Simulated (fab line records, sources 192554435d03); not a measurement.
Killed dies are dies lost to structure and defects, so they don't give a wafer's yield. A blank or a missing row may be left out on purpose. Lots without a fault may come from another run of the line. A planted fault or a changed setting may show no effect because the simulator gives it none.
Split-lot experiment | flow n5_finfet | 7 lots, 39 wafers read, on a route of 1938 steps

THE SPLIT
At N5_PASSIVATION_ETCH_59 (etches TaN in Cl2/BCl3, target depth 65 nm, time 34.9 s), the setting time_s was moved away from the recipe's 34.9 s on 15 of the 39 wafers read, by -30.5% to +41.7%. The other wafers ran this setting at the recipe's value.

The reading is taken at the split's own step.

THE READING
etch.depth_nm (the simulator's own value, which no gauge read), in nm, at N5_PASSIVATION_ETCH_59 (etches TaN in Cl2/BCl3, target depth 65 nm, time 34.9 s). The file gives no usual value for it. The 24 wafers here that ran the recipe average 66.14 nm, standard deviation 1.7 nm.

wafer  | tool, chamber at the split | time_s as run, s | against the recipe | etch.depth_nm, nm | against lot-mates on the recipe
L078.1 | rie_metal-03, 0            | 34.9             | recipe             | 65.66             | -
L078.2 | rie_metal-03, 1            | 34.9             | recipe             | 66.86             | -
L078.3 | rie_metal-03, 0            | 34.9             | recipe             | 65.45             | -
L078.4 | rie_metal-03, 1            | 34.9             | recipe             | 67.22             | -
L078.5 | rie_metal-03, 0            | 34.9             | recipe             | 65.99             | -
L078.6 | rie_metal-03, 1            | 34.9             | recipe             | 66.54             | -
L080.1 | rie_metal-02, 0            | 49.44            | +41.7%             | 87.72             | +19.75
L080.3 | rie_metal-02, 0            | 49.44            | +41.7%             | 87.72             | +19.75
L080.2 | rie_metal-02, 1            | 34.9             | recipe             | 68.34             | -
L080.4 | rie_metal-02, 1            | 34.9             | recipe             | 67.58             | -
L080.5 | rie_metal-02, 1            | 34.9             | recipe             | 67.99             | -
L080.6 | rie_metal-02, 0            | 49.44            | +41.7%             | 88.89             | +20.92
L083.2 | rie_metal-01, 0            | 34.9             | recipe             | 64.2              | -
L083.3 | rie_metal-01, 0            | 34.9             | recipe             | 64.47             | -
L083.5 | rie_metal-01, 0            | 34.9             | recipe             | 63.87             | -
L087.1 | rie_metal-02, 0            | 42.01            | +20.4%             | 75.27             | +9.04
L087.2 | rie_metal-02, 1            | 42.01            | +20.4%             | 81.85             | +15.62
L087.3 | rie_metal-02, 0            | 34.9             | recipe             | 62.58             | -
L087.4 | rie_metal-02, 1            | 34.9             | recipe             | 68.45             | -
L087.5 | rie_metal-02, 0            | 42.01            | +20.4%             | 76.09             | +9.86
L087.6 | rie_metal-02, 1            | 34.9             | recipe             | 67.67             | -
L090.1 | rie_metal-03, 1            | 34.9             | recipe             | 66.96             | -
L090.2 | rie_metal-03, 0            | 34.9             | recipe             | 64.94             | -
L090.3 | rie_metal-03, 1            | 25.74            | -26.2%             | 49.73             | -16.18
L090.4 | rie_metal-03, 0            | 34.9             | recipe             | 65.84             | -
L090.5 | rie_metal-03, 0            | 25.74            | -26.2%             | 47.74             | -18.17
L090.6 | rie_metal-03, 1            | 25.74            | -26.2%             | 49.22             | -16.69
L097.1 | rie_metal-03, 1            | 34.9             | recipe             | 66.43             | -
L097.2 | rie_metal-03, 0            | 34.9             | recipe             | 65.1              | -
L097.3 | rie_metal-03, 1            | 24.27            | -30.5%             | 46.16             | -19.30
L097.4 | rie_metal-03, 0            | 34.9             | recipe             | 64.85             | -
L097.5 | rie_metal-03, 0            | 24.27            | -30.5%             | 44.94             | -20.52
L097.6 | rie_metal-03, 1            | 24.27            | -30.5%             | 46.17             | -19.29
L096.1 | rie_metal-02, 1            | 34.9             | recipe             | 68.62             | -
L096.2 | rie_metal-02, 0            | 27.11            | -22.3%             | 48.8              | -18.00
L096.3 | rie_metal-02, 0            | 27.11            | -22.3%             | 49.47             | -17.33
L096.4 | rie_metal-02, 1            | 34.9             | recipe             | 68.48             | -
L096.5 | rie_metal-02, 1            | 27.11            | -22.3%             | 53.34             | -13.46
L096.6 | rie_metal-02, 0            | 34.9             | recipe             | 63.29             | -

THE FIT
A straight line over all 39 wafers: etch.depth_nm changes by +0.6 nm for each +1% of time_s; r = +0.98; the points scatter about the line by 2 nm.
The same after taking each lot's own level away (the mean of its wafers on the recipe; 39 wafers): +0.579 nm for each +1%; r = +0.98; scatter 2.1 nm.
On that fit, the largest move of time_s shifts the reading by 24 nm.
The lots' own levels span 64.180 to 67.970 nm, that is 2.2 times the standard deviation above.
So the lot-to-lot level changes the slope little: the two slopes agree.
Check: with one of the wafers moved furthest among these (+41.7%) left out of the fit, the line predicts +23.9 nm for it against its lot-mates. It came out at +19.8 nm against them.

THE WHOLE CHAIN: every reading that the file lists as answering this split, in the file's order
step                    | what it does                                            | reading                                                        | change (the file's fit)                                                     | r (the file's)
N5_PASSIVATION_ETCH_59  | etches TaN in Cl2/BCl3, target depth 65 nm, time 34.9 s | etch.depth_nm (the simulator's own value, which no gauge read) | +0.582 nm for each +1% of the setting                                       | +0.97
N5_PASSIVATION_PROBE_49 |                                                         | killed_at_other                                                | not straight: 1090 at the lowest setting, 5 at the recipe, 2 at the highest | not given

THE FILE'S OWN FIT
etch.depth_nm changes by +0.582 nm for each +1% of time_s, r = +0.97.
